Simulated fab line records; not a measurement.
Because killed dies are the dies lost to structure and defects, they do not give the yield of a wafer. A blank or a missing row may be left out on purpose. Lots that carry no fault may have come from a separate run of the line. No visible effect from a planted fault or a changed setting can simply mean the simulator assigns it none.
Matching of chambers | flow n5 finfet | rie diel-01 running N5_BEOL_M7_ETCH_61: 4 sister chambers
The step etches SiARC in CF4, target depth 45.5 nm, time 75.8 s. 8 wafers are shown with their chamber, then 10 later ones without.

## WAFERS PAIRED WITH THEIR CHAMBERS
wafer  | chamber | showerhead plenum p Torr (Torr) | drypump motor current A (A)
L079.5 | 0       | 2.23                            | 5.7
L085.4 | 0       | 2.22                            | 5.8
L085.5 | 3       | 2.06                            | 4.7
L088.1 | 1       | 2.05                            | 5.8
L088.4 | 2       | 2.08                            | 4.9
L088.5 | 2       | 2.08                            | 5.0
L090.3 | 3       | 2.06                            | 4.7
L090.4 | 1       | 2.04                            | 5.8

## WAFERS MISSING THEIR CHAMBER
wafer  | showerhead plenum p Torr (Torr) | drypump motor current A (A)
L090.6 | 2.07                            | 5.0
L092.1 | 2.06                            | 4.6
L092.2 | 2.22                            | 5.8
L092.3 | 2.04                            | 5.8
L093.3 | 2.07                            | 4.9
L093.4 | 2.22                            | 5.8
L093.6 | 2.04                            | 5.8
L094.1 | 2.04                            | 5.8
L094.4 | 2.06                            | 4.7
L094.6 | 2.07                            | 5.0

## CHAMBER TAKEN BY EACH
wafer  | from the rows above | in truth
L090.6 | 2                   | 2
L092.1 | 3                   | 3
L092.2 | 0                   | 0
L092.3 | 1                   | 1
L093.3 | 2                   | 2
L093.4 | 0                   | 0
L093.6 | 1                   | 1
L094.1 | 1                   | 1
L094.4 | 3                   | 3
L094.6 | 2                   | 2
10 of 10 placed correctly. From these rows, 0 cannot be placed. 0 placed wrongly.
How it was worked out, from the rows above alone: a wafer's distance from a chamber is the root of the sum, over the readings, of the square of ((its reading less the chamber's mean) divided by the reading's scatter). The wafer belongs to the nearest chamber; if the next one is less than 2 further off, it can't be placed. The mean given for a chamber averages the wafers shown for that chamber. The scatter is the square root of a quotient: the sum, over the shown wafers, of each reading's squared deviation from its chamber's mean, divided by wafers minus chambers.
